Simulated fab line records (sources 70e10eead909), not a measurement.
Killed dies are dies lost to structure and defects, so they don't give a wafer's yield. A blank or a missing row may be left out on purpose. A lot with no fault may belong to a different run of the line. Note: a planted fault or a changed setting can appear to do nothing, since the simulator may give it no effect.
Matching of chambers	flow nand harc	NHARC_P_M1_ETCH_35 on rie diel-09: 4 sister chambers
The step etches the open film in N2/H2, target depth 40 nm, overetch 12 nm, time 43.94 s. 8 wafers are shown with their chamber, then 7 later ones without.

EACH WAFER AND ITS CHAMBER
wafer	chamber	showerhead plenum p Torr (Torr)	drypump motor current A (A)
L172.5	0	1.91	5.3
L174.1	0	1.91	5.3
L179.3	1	2.08	5.4
L183.3	3	1.98	5.0
L183.4	1	2.08	5.4
L183.6	2	2.05	5.9
L186.1	2	2.05	5.9
L186.4	3	1.97	5.1

WAFERS WITH NO CHAMBER GIVEN
wafer	showerhead plenum p Torr (Torr)	drypump motor current A (A)
L186.6	2.08	5.4
L187.3	2.05	5.9
L187.4	1.97	5.0
L187.5	2.08	5.4
L188.2	1.90	5.3
L188.3	2.05	5.9
L188.4	1.97	5.1

EACH ONE'S CHAMBER
wafer	from the rows above	in truth
L186.6	1	1
L187.3	2	2
L187.4	3	3
L187.5	1	1
L188.2	0	0
L188.3	2	2
L188.4	3	3
Correctly placed: 7 of 7. Not placeable from these rows: 0. Number placed wrongly: 0.
How it was worked out, from the rows above alone: a wafer's distance from a chamber is the root of the sum, over the readings, of the square of ((its reading less the chamber's mean) divided by the reading's scatter). The wafer belongs to the nearest chamber; if the next one is less than 2 further off, it can't be placed. The mean given for a chamber averages the wafers shown for that chamber. The scatter: take each reading less its chamber's mean, square it, sum over the shown wafers, divide by the number of wafers less the number of chambers, and take the root.
